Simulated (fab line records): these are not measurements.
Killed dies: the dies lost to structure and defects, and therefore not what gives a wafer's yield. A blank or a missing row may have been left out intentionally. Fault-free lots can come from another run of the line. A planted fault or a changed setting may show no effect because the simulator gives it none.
Matching of chambers :: flow n5Finfet :: uvCure-03 running N5_BEOL_M6_CURE_74: 3 sister chambers
The step cures SiCOH lowk, time 240 s. 3 wafers are shown with their chamber, then 7 later ones without.

== WAFERS PAIRED WITH THEIR CHAMBERS ==
wafer: L082.6
chamber: 1
lampPowerPct (%): 52.29

wafer: L088.4
chamber: 0
lampPowerPct (%): 52.37

wafer: L089.4
chamber: 2
lampPowerPct (%): 52.29

== WAFERS WITH NO CHAMBER GIVEN ==
wafer: L089.5
lampPowerPct (%): 52.38

wafer: L090.1
lampPowerPct (%): 52.26

wafer: L090.2
lampPowerPct (%): 52.31

wafer: L090.5
lampPowerPct (%): 52.27

wafer: L094.2
lampPowerPct (%): 52.32

wafer: L094.3
lampPowerPct (%): 52.31

wafer: L094.5
lampPowerPct (%): 52.29

== EACH ONE'S CHAMBER ==
wafer: L089.5
from the rows above: 0
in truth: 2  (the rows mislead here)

wafer: L090.1
from the rows above: can't be placed: 1 or 2
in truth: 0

wafer: L090.2
from the rows above: can't be placed: 1 or 2 or 0
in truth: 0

wafer: L090.5
from the rows above: can't be placed: 1 or 2
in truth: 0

wafer: L094.2
from the rows above: can't be placed: 1 or 2 or 0
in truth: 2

wafer: L094.3
from the rows above: can't be placed: 1 or 2 or 0
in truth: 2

wafer: L094.5
from the rows above: can't be placed: 1 or 2
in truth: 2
0 of 7 placed correctly. From these rows, 6 cannot be placed; in 4 the true chamber is one of the candidates. Placed wrongly: 1.
How it was worked out, from the rows above alone: a wafer's distance from a chamber is the root of the sum, over the readings, of the square of ((its reading less the chamber's mean) divided by the reading's scatter). The wafer belongs to the nearest chamber; if the next one is less than 2 further off, it can't be placed. For every chamber, the mean is computed from those of its wafers that are shown. The scatter: with one shown wafer a chamber, the root of the mean of the squares of how far each hidden wafer lies from its nearest shown one.
